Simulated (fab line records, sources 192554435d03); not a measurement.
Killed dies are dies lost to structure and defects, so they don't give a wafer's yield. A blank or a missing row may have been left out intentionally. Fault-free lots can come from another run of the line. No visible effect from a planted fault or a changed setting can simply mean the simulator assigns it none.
Chamber matching | flow n5Finfet | N5_BEOL_M5_TRENCH_ETCH_37 on rieDiel-04: 4 sister chambers
The step etches SiCOH lowk in C4F6/O2, target depth 71.652 nm, time 24.7 s. 16 wafers are shown with their chamber, then 8 later ones without.

== WAFERS, EACH WITH ITS CHAMBER ==
wafer  | chamber | showerheadPlenumPTorr (Torr) | oes_o_777_au (a.u.) | rfVppV (V)
L326.3 | 1       | 2.94                         | 0.66                | 674
L326.5 | 1       | 2.94                         | 0.66                | 678
L326.6 | 2       | 2.85                         | 0.71                | 652
L328.1 | 3       | 3.02                         | 0.86                | 655
L328.3 | 1       | 2.94                         | 0.66                | 677
L328.4 | 1       | 2.94                         | 0.65                | 677
L329.1 | 2       | 2.84                         | 0.70                | 651
L329.3 | 3       | 3.02                         | 0.86                | 655
L329.4 | 0       | 2.72                         | 0.71                | 654
L331.3 | 0       | 2.71                         | 0.71                | 656
L331.5 | 0       | 2.71                         | 0.70                | 656
L331.6 | 2       | 2.84                         | 0.70                | 652
L333.4 | 0       | 2.71                         | 0.71                | 655
L333.5 | 3       | 3.01                         | 0.86                | 655
L333.6 | 2       | 2.84                         | 0.70                | 652
L338.2 | 3       | 3.01                         | 0.85                | 654

SIGNATURES, as means of the wafers listed above
reading               | chamber 0 | chamber 1 | chamber 2 | chamber 3 | scatter within a chamber
showerheadPlenumPTorr | 2.7125    | 2.9400    | 2.8425    | 3.0150    | 0.00456
oes_o_777_au          | 0.7075    | 0.6575    | 0.7025    | 0.8575    | 0.005
rfVppV                | 655.25    | 676.50    | 651.75    | 654.75    | 1.05
Rule: for each reading, subtract the chamber's mean from the wafer's reading, divide by that reading's scatter and square the result; add these up over the readings and take the root, which gives the wafer's distance from the chamber. The wafer belongs to the nearest chamber; if the next one is less than 2 further off, it can't be placed. The scatter is the square root of a quotient: the sum, over the shown wafers, of each reading's squared deviation from its chamber's mean, divided by wafers minus chambers.

== WAFERS WHOSE CHAMBER IS MISSING ==
wafer  | showerheadPlenumPTorr (Torr) | oes_o_777_au (a.u.) | rfVppV (V)
L338.4 | 2.71                         | 0.70                | 654
L338.5 | 2.84                         | 0.69                | 652
L345.1 | 3.00                         | 0.82                | 654
L345.4 | 3.00                         | 0.82                | 654
L345.5 | 2.83                         | 0.68                | 652
L347.2 | 2.83                         | 0.68                | 651
L347.3 | 2.93                         | 0.89                | 676
L347.5 | 2.93                         | 0.88                | 676

== CHAMBER TAKEN BY EACH ==
wafer  | from the rows above | in truth
L338.4 | 0                   | 0
L338.5 | 2                   | 2
L345.1 | 3                   | 3
L345.4 | 3                   | 3
L345.5 | 2                   | 2
L347.2 | 2                   | 2
L347.3 | 3                   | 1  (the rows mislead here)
L347.5 | 3                   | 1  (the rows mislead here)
Placed correctly: 6 of 8. Can't be placed from these rows: 0. 2 placed wrongly.
